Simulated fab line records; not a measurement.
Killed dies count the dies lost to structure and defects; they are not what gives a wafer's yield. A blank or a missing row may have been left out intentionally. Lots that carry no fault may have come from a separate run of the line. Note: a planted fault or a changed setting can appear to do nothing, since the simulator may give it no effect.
Matching of chambers    flow nand_harc    4 sister chambers for NHARC_P_GATE_DESCUM_61 on rie_diel-11
The step chemistry O2, time 3 s. 4 wafers are shown with their chamber, then 12 later ones without.

WAFERS PAIRED WITH THEIR CHAMBERS
wafer   chamber  showerhead_plenum_p_Torr (Torr)
L086.3  1        2.01
L086.4  2        1.79
L088.1  0        1.95
L088.6  3        1.97

WAFERS WHOSE CHAMBER IS MISSING
wafer   showerhead_plenum_p_Torr (Torr)
L089.1  1.95
L089.2  1.97
L089.5  1.79
L090.1  2.01
L090.3  1.97
L090.6  2.01
L093.4  1.78
L093.5  1.78
L093.6  1.97
L095.1  1.94
L095.2  2.01
L095.4  1.97

WHICH CHAMBER EACH WENT THROUGH
wafer   from the rows above  in truth
L089.1  0                    0
L089.2  3                    3
L089.5  2                    2
L090.1  1                    1
L090.3  3                    3
L090.6  1                    1
L093.4  2                    2
L093.5  2                    2
L093.6  3                    3
L095.1  0                    0
L095.2  1                    1
L095.4  3                    3
Placed correctly: 12 of 12. Number that these rows cannot place: 0. Number placed wrongly: 0.
How it was worked out, from the rows above alone: a wafer's distance from a chamber is the root of the sum, over the readings, of the square of ((its reading less the chamber's mean) divided by the reading's scatter). The wafer belongs to the nearest chamber; if the next one is less than 2 further off, it can't be placed. A chamber's mean is the mean of its shown wafers. The scatter: root of mean squared gap, hidden wafer to nearest shown wafer, with one shown wafer a chamber.
